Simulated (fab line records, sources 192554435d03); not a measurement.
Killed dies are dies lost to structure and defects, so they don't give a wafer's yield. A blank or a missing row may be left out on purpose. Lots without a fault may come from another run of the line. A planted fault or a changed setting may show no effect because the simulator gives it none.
Split-lot experiment | flow n5_finfet | 7 lots, 21 wafers read, on a route of 1938 steps

THE SPLIT
At N5_BEOL_M5_COAT_71 (time 60 s, resist thk 5 nm), the setting spin_rpm was moved away from the recipe's 1500 rpm on 9 of the 21 wafers read, by -4.1% to +9.9%. The other wafers ran this setting at the recipe's value.

FROM THE SPLIT TO THE READING: what the file shows between them, 4 steps
- N5_BEOL_M5_COAT_05: resist thk 30 nm (also split here: spin_rpm)
- N5_BEOL_M5_EBR_07
- N5_BEOL_M5_SOFTBAKE_06: time 60 s
- N5_BEOL_M5_DESCUM_16: chemistry O2, time 7 s

THE READING
etch.depth_nm (the simulator's own value, which no gauge read), in nm, at N5_BEOL_M5_ETCH_72 (etches underlayer in N2/H2, target depth 6.5 nm, time 5.2 s). The file gives no usual value for it. The 12 wafers here that ran the recipe average 4.999 nm, standard deviation 0.0083 nm.

wafer  | tool, chamber at the split | spin_rpm as run, rpm | against the recipe | etch.depth_nm, nm | against lot-mates on the recipe
L074.1 | litho_track-01, 0          | 1500                 | recipe             | 5.013             | -
L074.2 | litho_track-01, 0          | 1500                 | recipe             | 4.992             | -
L074.5 | litho_track-01, 0          | 1500                 | recipe             | 5.005             | -
L079.3 | litho_track-05, 0          | 1500                 | recipe             | 5.008             | -
L079.4 | litho_track-05, 0          | 1594                 | +6.3%              | 4.854             | -0.154
L079.5 | litho_track-05, 0          | 1594                 | +6.3%              | 4.846             | -0.162
L081.1 | litho_track-01, 0          | 1500                 | recipe             | 5.005             | -
L081.2 | litho_track-01, 0          | 1457                 | -2.9%              | 5.083             | +0.080
L081.3 | litho_track-01, 0          | 1500                 | recipe             | 5.002             | -
L080.3 | litho_track-01, 0          | 1500                 | recipe             | 4.993             | -
L080.5 | litho_track-01, 0          | 1500                 | recipe             | 5.001             | -
L080.6 | litho_track-01, 0          | 1500                 | recipe             | 4.985             | -
L089.1 | litho_track-02, 0          | 1438                 | -4.1%              | 5.111             | +0.106
L089.2 | litho_track-02, 0          | 1438                 | -4.1%              | 5.12              | +0.115
L089.6 | litho_track-02, 0          | 1500                 | recipe             | 5.005             | -
L092.2 | litho_track-01, 0          | 1500                 | recipe             | 4.989             | -
L092.4 | litho_track-01, 0          | 1617                 | +7.8%              | 4.805             | -0.184
L092.5 | litho_track-01, 0          | 1617                 | +7.8%              | 4.799             | -0.190
L094.1 | litho_track-05, 0          | 1648                 | +9.9%              | 4.753             | -0.239
L094.3 | litho_track-05, 0          | 1500                 | recipe             | 4.992             | -
L094.6 | litho_track-05, 0          | 1648                 | +9.9%              | 4.752             | -0.240

THE FIT
A straight line over all 21 wafers: etch.depth_nm changes by -0.0254 nm for each +1% of spin_rpm; r = -1.00; the points scatter about the line by 0.0084 nm.
The same after taking each lot's own level away (the mean of its wafers on the recipe; 21 wafers): -0.0248 nm for each +1%; r = -1.00; scatter 0.0061 nm.
On that fit, the largest move of spin_rpm shifts the reading by 0.24 nm.
The lots' own levels span 4.9890 to 5.0080 nm, that is 2.3 times the standard deviation above.
So the lot-to-lot level changes the slope little: the two slopes agree.
Check: with one of the wafers moved furthest among these (+9.9%) left out of the fit, the line predicts -0.244 nm for it against its lot-mates. It came out at -0.239 nm against them.

OTHER SPLITS ON THESE WAFERS
These wafers also went through other splits before the reading. Each is held against what the fit with the lots' levels taken away leaves over:
other split on the same wafers | wafers away from the commonest value | r with etch.depth_nm (lot level and that fit taken away)
N5_BEOL_M3_EXPOSE_08 dose_mj   | 8                                    | +0.26
N5_BEOL_M5_COAT_05 spin_rpm    | 9                                    | +0.07

THE FILE'S OWN FIT
etch.depth_nm changes by -0.0246 nm for each +1% of spin_rpm, r = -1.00.
